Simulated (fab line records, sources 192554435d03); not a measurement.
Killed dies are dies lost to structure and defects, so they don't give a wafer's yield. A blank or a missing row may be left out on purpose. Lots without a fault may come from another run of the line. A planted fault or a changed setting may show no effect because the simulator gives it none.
fab line records | flow n5_finfet | part 2 of 2: steps 26 to 32 of 32
record lots=5 wafers=15 last_day=16
route steps=1938 shown BEOL_M14@1725
lots that met no fault: from a run of the same line without faults
start_h: hours from the record's first day to the start of the lot's first wafer shown | wait_h: hours since the lot's step before | " the same as in the row above | L1.1+2: a row that stands for several wafers | - no value, or no start given | * or withheld: withheld | < > ~ a bound
route shown NAME@n: a module of which the file shows steps, and the number in the route of the first | usual: mean/standard deviation of fault-free wafers | same: alike in all rows | chamber/n: place in a boat | sites: the reading at each site | _std_site: their standard deviation | _edge_site: outer sites' mean less inner sites' | radius_mm: how far each site lies from the wafer's centre | mask NAME#n: copy n | behind: the tool/chamber that last shaped the wafer | hold: why the lot was held/for how many hours/how that ended | device: the transistor (n, p or np) that didn't switch | end of line: the same wafers' tests at the end of the route | a step without rows: its recipe alone | killed: dies lost to structure and defects at the first sort, not the wafer's yield | map: a wafer's dies, x killed, . not, _ none there
set.NAME: the setting as run; set.NAME@STEP: as run at that earlier step | model.NAME: the simulator's own value behind a step, which no gauge read
lots at some steps of the route; a table a step, a row a wafer
services: from which hour (start_h, from the record's first day; less than 0 if before it) a tool's chamber was out of use, for how many hours, and why
## steps
# step N5_BEOL_M14_ETCH_67
# recipe chemistry=CF4 target=SiARC target_depth_a=1430 time_s=238.3 ion_energy_ev=80 pressure_mtorr=40 source_w=545 bias_w=36 Ar_flow_sccm=100 cf4_flow_sccm=100 ends=cleared
# usual cf4_flow_sccm=100.0/0.32 drypump_motor_current_A=5.56/0.29 etch_rf_on_time_s=240/7.6 oes_product_au=0.69/0.072 rf_vpp_V=183.9/1.2 showerhead_plenum_p_Torr=2.12/0.07 throttle_valve_pct=15.57/0.25
# columns lot.wafer tool chamber start_h wait_h cf4_flow_sccm drypump_motor_current_A etch_rf_on_time_s oes_product_au rf_hours_counter_h rf_vpp_V showerhead_plenum_p_Torr throttle_valve_pct
L074.1 rie_diel-06 2 232.15 0.0 100.2 5.51 232 0.72 91 185.2 2.17 15.55
L074.2 " 3 " " 99.6 5.91 242 0.58 233 183.0 2.03 15.93
L074.6 " 1 " " 99.7 5.40 235 0.75 - 184.8 2.17 15.46
L080.1 rie_diel-02 0 273.61 0.0 100.4 5.70 249 0.59 244 183.0 2.03 15.92
L080.3 " 3 " " 100.0 5.74 234 0.75 45 183.5 2.09 15.46
L080.5 " 3 " " 100.1 5.73 236 0.74 - 183.6 2.09 15.47
L086.2 rie_diel-02 3 322.19 0.0 99.5 5.74 237 0.71 67 184.2 2.08 15.53
L086.5 " 2 " " 99.6 5.66 233 0.79 - 184.6 2.10 15.42
L086.6 " 3 " " 99.6 5.75 236 0.71 - 183.4 2.08 15.51
L092.1 rie_diel-06 3 350.10 0.0 100.4 5.93 240 0.77 15 185.8 2.28 15.45
L092.3 " 1 " " 100.2 5.40 238 0.70 98 184.3 2.15 15.55
L092.6 " 3 " " 100.6 5.92 239 0.78 - 185.0 2.28 15.47
L093.1 rie_diel-06 0 358.30 0.0 100.5 5.96 252 0.66 102 183.8 2.06 15.45
L093.2 " 1 " " 100.1 5.41 232 0.69 101 185.1 2.15 15.58
L093.4 " 2 " " 99.9 5.56 230 0.69 136 185.6 2.15 15.66
# step N5_BEOL_M14_ETCH_68
# recipe chemistry=N2/H2 target=SOC mask_material=SiARC source_w=3000 bias_w=350 temp_c=40 time_s=450 ion_energy_ev=200 pressure_mtorr=30 n2_flow_sccm=200 h2_flow_sccm=200
# usual drypump_motor_current_A=5.57/0.3 oes_product_au=0.81/0.08 rf_vpp_V=523.2/2.4 showerhead_plenum_p_Torr=2.52/0.089 throttle_valve_pct=17.8/0.32
# columns lot.wafer tool chamber start_h wait_h drypump_motor_current_A oes_product_au rf_hours_counter_h rf_vpp_V showerhead_plenum_p_Torr throttle_valve_pct
L074.1 rie_diel-06 2 232.29 0.1 5.54 0.83 91 525.0 2.58 18.0
L074.2 " 3 " " 5.94 0.68 233 519.8 2.40 17.9
L074.6 " 1 " " 5.43 0.85 - 525.7 2.59 17.6
L080.1 rie_diel-02 0 273.75 0.1 5.70 0.69 244 519.7 2.44 18.4
L080.3 " 3 " " 5.74 0.87 45 522.4 2.51 18.0
L080.5 " 3 " " 5.76 0.86 - 520.9 2.51 17.9
L086.2 rie_diel-02 3 322.34 0.1 5.75 0.84 67 523.2 2.50 18.0
L086.5 " 2 " " 5.66 0.92 - 523.0 2.49 17.7
L086.6 " 3 " " 5.74 0.84 - 520.8 2.50 18.0
L092.1 rie_diel-06 3 350.25 0.1 5.94 0.91 15 527.3 2.70 17.5
L092.3 " 1 " " 5.41 0.81 98 523.4 2.57 17.7
L092.6 " 3 " " 5.93 0.91 - 527.7 2.70 17.5
L093.1 rie_diel-06 0 358.45 0.1 6.04 0.79 102 521.4 2.44 17.5
L093.2 " 1 " " 5.44 0.80 101 524.7 2.57 17.7
L093.4 " 2 " " 5.54 0.78 136 524.3 2.57 18.1
# step N5_BEOL_M14_STRIP_69
# recipe chemistry=N2/H2 temp_c=40 n2_flow_sccm=200 h2_flow_sccm=200 rf_frequency_hz=6e+07
# columns lot.wafer tool chamber start_h wait_h
L074.1+2+6 rie_diel-06 2,3,1 232.56 0.1
L080.1+3+5 rie_diel-02 0,3,3 274.02 0.1
L086.2+5+6 rie_diel-02 3,2,3 322.60 0.1
L092.1+3+6 rie_diel-06 3,1,3 350.51 0.1
L093.1+2+4 rie_diel-06 0,1,2 358.71 0.1
# step N5_BEOL_M14_TRENCH_ETCH_34
# recipe chemistry=C4F8/O2/Ar target=SiO2 target_depth_a=5566.5 mask_material=SOC he_inner_torr=15 he_outer_torr=30 time_s=126.9 ion_energy_ev=800 pressure_mtorr=20 source_w=1905 bias_w=2040 Ar_flow_sccm=400 C4F8_flow_sccm=16 O2_flow_sccm=12
# usual drypump_motor_current_A=5.57/0.3 oes_product_au=0.80/0.085 rf_vpp_V=2220/54 showerhead_plenum_p_Torr=3.40/0.11 throttle_valve_pct=30.8/0.4
# columns lot.wafer tool chamber start_h wait_h drypump_motor_current_A oes_product_au rf_hours_counter_h rf_vpp_V showerhead_plenum_p_Torr throttle_valve_pct
L074.1 rie_diel-06 2 232.57 0.0 5.54 0.84 91 2176 3.48 31.1
L074.2 " 3 " " 5.93 0.68 233 2139 3.25 31.0
L074.6 " 1 " " 5.45 0.88 - 2218 3.49 30.9
L080.1 rie_diel-02 0 274.03 0.0 5.67 0.68 245 2104 3.24 31.0
L080.3 " 3 " " 5.78 0.87 45 2259 3.36 31.0
L080.5 " 3 " " 5.79 0.87 - 2261 3.36 31.0
L086.2 rie_diel-02 3 322.61 0.0 5.75 0.84 68 2259 3.35 31.0
L086.5 " 2 " " 5.70 0.92 - 2179 3.34 30.6
L086.6 " 3 " " 5.74 0.83 - 2260 3.35 31.0
L092.1 rie_diel-06 3 350.52 0.0 5.93 0.91 15 2175 3.63 30.6
L092.3 " 1 " " 5.42 0.83 98 2213 3.47 30.9
L092.6 " 3 " " 5.92 0.91 - 2175 3.64 30.6
L093.1 rie_diel-06 0 358.72 0.0 6.04 0.77 102 2216 3.29 30.4
L093.2 " 1 " " 5.42 0.81 101 2215 3.47 30.9
L093.4 " 2 " " 5.55 0.80 137 2174 3.45 31.1
# step N5_BEOL_M14_STRIP_70
# recipe chemistry=C4F8/O2/Ar resist=SiARC rf_frequency_hz=6e+07
# columns lot.wafer tool chamber start_h wait_h
L074.1+2+6 rie_diel-06 2,3,1 232.68 0.1
L080.1+3+5 rie_diel-02 0,3,3 274.14 0.1
L086.2+5+6 rie_diel-02 3,2,3 322.73 0.1
L092.1+3+6 rie_diel-06 3,1,3 350.64 0.1
L093.1+2+4 rie_diel-06 0,1,2 358.84 0.1
# step N5_BEOL_M14_OCD_MEAS_35
# usual trench_depth_nm=550/17
# columns lot.wafer tool chamber start_h wait_h trench_depth_nm
L074.1 ocd-02 - 232.72 0.0 569
L074.2 " - " " 537
L074.6 " - " " 563
L080.1 ocd-01 - 274.18 0.0 523
L080.3 " - " " 563
L080.5 " - " " 561
L086.2 ocd-01 - 322.77 0.0 556
L086.5 " - " " 569
L086.6 " - " " 554
L092.1 ocd-02 - 350.68 0.0 553
L092.3 " - " " 567
L092.6 " - " " 557
L093.1 ocd-02 - 358.88 0.0 525
L093.2 " - " " 557
L093.4 " - " " 573
# step N5_BEOL_M14_STRIP_37
# recipe chemistry=O2 power_w=600 temp_c=60 pressure_mtorr=30 rf_frequency_hz=6e+07 bias_power_w=0 overash_fraction=0.3 o2_flow_sccm=225
# usual drypump_motor_current_A=5.56/0.29 oes_product_au=0.81/0.081 rf_vpp_V=3.7/0.98 showerhead_plenum_p_Torr=2.07/0.069 throttle_valve_pct=16.62/0.27
# same overash_fraction=0.3
# columns lot.wafer tool chamber start_h wait_h drypump_motor_current_A oes_product_au rf_hours_counter_h rf_vpp_V showerhead_plenum_p_Torr throttle_valve_pct
L074.1 rie_diel-02 0 238.45 5.7 5.69 0.69 234 3.5 1.96 16.82
L074.2 " 1 " " 5.23 0.74 151 2.9 2.01 17.09
L074.6 " 3 " " 5.73 0.90 - 2.9 2.05 16.54
L080.1 rie_diel-06 0 274.22 0.0 6.06 0.83 67 3.6 2.03 16.48
L080.3 " 3 " " 5.93 0.67 246 3.8 1.98 16.97
L080.5 " 2 " " 5.53 0.81 - 4.0 2.10 16.54
L086.2 rie_diel-03 3 324.02 1.2 5.91 0.72 218 4.1 2.03 16.51
L086.5 " 0 " " 5.09 0.88 - 2.2 2.14 16.26
L086.6 " 1 " " 5.20 0.75 - 3.0 2.03 16.79
L092.1 rie_diel-03 3 352.22 1.5 5.92 0.70 227 2.9 2.03 16.62
L092.3 " 0 " " 5.12 0.86 40 4.6 2.14 16.27
L092.6 " 3 " " 5.90 0.70 - 4.7 2.03 16.54
L093.1 rie_diel-06 0 359.19 0.3 6.06 0.80 102 2.9 2.02 16.54
L093.2 " 1 " " 5.41 0.79 101 4.7 2.11 16.67
L093.4 " 2 " " 5.55 0.78 137 3.7 2.09 16.64
## services
# columns tool chamber start_h hours kind
krf_scanner-02 - 214.23 0.9 repair
krf_scanner-01 - 217.57 1.0 pm
krf_scanner-01 - 220.62 0.8 pm
rie_diel-02 - 223.96 2.3 repair
rie_diel-03 2 228.06 8.4 repair
rie_diel-06 2 235.93 8.0 repair
krf_scanner-02 - 245.92 1.0 pm
rie_diel-02 0 246.25 4.4 repair
rie_diel-06 3 253.06 2.6 repair
krf_scanner-01 - 264.28 0.6 repair
krf_scanner-01 - 265.92 0.6 repair
krf_scanner-02 - 268.97 0.3 repair
krf_scanner-02 - 280.88 1.3 pm
rie_diel-06 3 286.58 - clean
rie_diel-06 3 286.58 - consumable_replace:focus_ring
rie_diel-06 3 286.58 - consumable_replace:showerhead
krf_scanner-02 - 295.38 3.6 pm
krf_scanner-02 - 301.52 0.2 repair
rie_diel-03 - 308.90 0.2 repair
krf_scanner-02 - 312.34 0.8 pm
wet_bench-01 - 315.35 2.3 repair
rie_diel-06 3 322.17 1.7 repair
rie_diel-03 2 339.80 2.8 repair
krf_scanner-02 - 343.97 0.4 repair
